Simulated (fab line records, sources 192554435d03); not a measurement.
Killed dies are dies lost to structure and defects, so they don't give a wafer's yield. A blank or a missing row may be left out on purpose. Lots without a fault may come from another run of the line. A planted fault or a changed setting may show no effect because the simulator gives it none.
Chamber matching | flow n5_finfet | N5_BEOL_M7_DESCUM_16 on rie_diel-01: 4 sister chambers
The step chemistry O2, time 7.9 s. 4 wafers are shown with their chamber, then 7 later ones without.

WAFERS WITH THEIR CHAMBER
wafer  | chamber | throttle_valve_pct (%)
L086.1 | 3       | 21.14
L089.4 | 1       | 20.49
L092.1 | 0       | 20.41
L092.4 | 2       | 20.20

WAFERS WITHOUT THEIR CHAMBER
wafer  | throttle_valve_pct (%)
L092.6 | 20.50
L094.1 | 20.22
L094.2 | 20.43
L094.5 | 21.16
L096.1 | 20.50
L096.2 | 20.21
L096.6 | 20.21

WHICH CHAMBER EACH WENT THROUGH
wafer  | from the rows above | in truth
L092.6 | 1                   | 1
L094.1 | 2                   | 2
L094.2 | 0                   | 0
L094.5 | 3                   | 3
L096.1 | 1                   | 1
L096.2 | 2                   | 2
L096.6 | 2                   | 2
Placed correctly: 7 of 7. Can't be placed from these rows: 0. Placed wrongly: 0.
How it was worked out, from the rows above alone: a wafer's distance from a chamber is the root of the sum, over the readings, of the square of ((its reading less the chamber's mean) divided by the reading's scatter). The wafer belongs to the nearest chamber; if the next one is less than 2 further off, it can't be placed. A chamber's mean is the mean of its shown wafers. The scatter: with one shown wafer a chamber, the root of the mean of the squares of how far each hidden wafer lies from its nearest shown one.
